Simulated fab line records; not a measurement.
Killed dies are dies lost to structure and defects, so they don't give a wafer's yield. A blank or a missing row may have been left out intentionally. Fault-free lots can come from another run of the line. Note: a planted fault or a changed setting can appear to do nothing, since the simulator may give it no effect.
A lot that was struck, set against a sound lot + flow nand harc + 14 out of 1302 route steps
Sound: the wafers L355.1, L355.2, L355.4. Wafers struck: L366.1, L366.2, L366.5. The cause is named last.
Per side, at each step with rows, come the tool, then ch with its chambers, and then its first start. Under that, the readings that differ: sound wafers + struck wafers + difference of the means + sigmas: that difference in standard deviations of wafers without a fault.
alike: readings with means less than 2 such deviations apart, plus words and numbers identical on both sides. not compared: withheld readings, readings lacking a value on some wafer, bounds such as >300 that could conceal the same value, and numbers that have no deviation in the record and whose values overlap.
The two part at a step that has a row with sigmas, a row that says differs or no value, or rows on one side only. Numbers that don't overlap but have no deviation are shown without sigmas and don't part them. A reading missing from all wafers of one side parts the sides only when that side holds two or more wafers.

first, 1 step without rows for these wafers: NHARC_A_ONON_D1_DEP_09 (target thk 1000 nm).
NHARC_A_ONON_D1_THK_MEAS_11: measures by ellipsometry.
  sound on film metro-02 at day 9 04:04; struck on film metro-02 at day 13 21:41
  alike: thk nm
next comes 1 step that has no rows for these wafers: NHARC_A_ONON_D1_DEP_12 (target thickness 1000 nm).
NHARC_A_ONON_D1_THK_MEAS_14: measures by ellipsometry.
  sound on film metro-02 at day 9 04:38; struck on film metro-02 at day 13 22:14
| reading     | sound          | struck      | difference | sigmas |
|-------------|----------------|-------------|------------|--------|
| thk nm (nm) | 1011 1009 1010 | 991 992 992 | -18        | -2     |
then, 2 steps without rows for these wafers: NHARC_A_ONON_D1_ANNEAL_15 (time 3600 s); NHARC_A_ONON_D1_DEP_16 (target thk 1000 nm).
NHARC_A_ONON_D1_THK_MEAS_18: measures by ellipsometry.
  sound on film metro-02 at day 9 16:32; struck on film metro-02 at day 14 06:42
  alike: thk nm
next comes 1 step that has no rows for these wafers: NHARC_A_ONON_D1_DEP_19 (target thickness 1000 nm).
NHARC_A_ONON_D1_THK_MEAS_21: measures by ellipsometry.
  sound on film metro-02 at day 9 17:07; struck on film metro-01 at day 14 07:16
  alike: thk nm
next comes 1 step that has no rows for these wafers: NHARC_A_ONON_D1_DEP_22 (target thickness 1000 nm).
NHARC_A_ONON_D1_THK_MEAS_24: measures by ellipsometry.
  sound on film metro-02 at day 9 17:41; struck on film metro-01 at day 14 07:51
  alike: thk nm
NHARC_A_ONON_D1_DEP_25: target thk 1000 nm.
  sound on pecvd onon-02 ch 0, day 9 17:44; struck on pecvd onon-03 ch 0, day 14 07:55
  alike: n2 flow sccm, sih4 flow sccm
NHARC_A_ONON_D1_THK_MEAS_27: measures by ellipsometry.
  sound on film metro-02 at day 9 18:14; struck on film metro-02 at day 14 08:35
| reading     | sound          | struck      | difference | sigmas |
|-------------|----------------|-------------|------------|--------|
| thk nm (nm) | 1001 1002 1001 | 670 670 671 | -331       | -34    |
  not compared: hold
-- the record jumps here: 16 days lie between the struck wafers' starts before and after (it left off in module A_ONON_D1 and takes up again in module END, whose first step shown is number 1302 of the route) --
NHARC_END_SORT_01:
  sound on prober-02 ch 0, day 26 01:07; struck on prober-01 ch 0, day 30 08:19
| reading         | sound    | struck      | difference | sigmas |
|-----------------|----------|-------------|------------|--------|
| killed at array | 49 43 48 | 674 676 672 | +627       | +33    |
| killed dies     | 57 48 53 | 677 677 677 | +624       | +33    |
  alike: killed at other, killed at periphery, killed open, killed short

== WHERE THEY PART ==
Earliest at NHARC_A_ONON_D1_THK_MEAS_14; latest, in this record, at NHARC_END_SORT_01.

WHY: what had been put in by the simulator
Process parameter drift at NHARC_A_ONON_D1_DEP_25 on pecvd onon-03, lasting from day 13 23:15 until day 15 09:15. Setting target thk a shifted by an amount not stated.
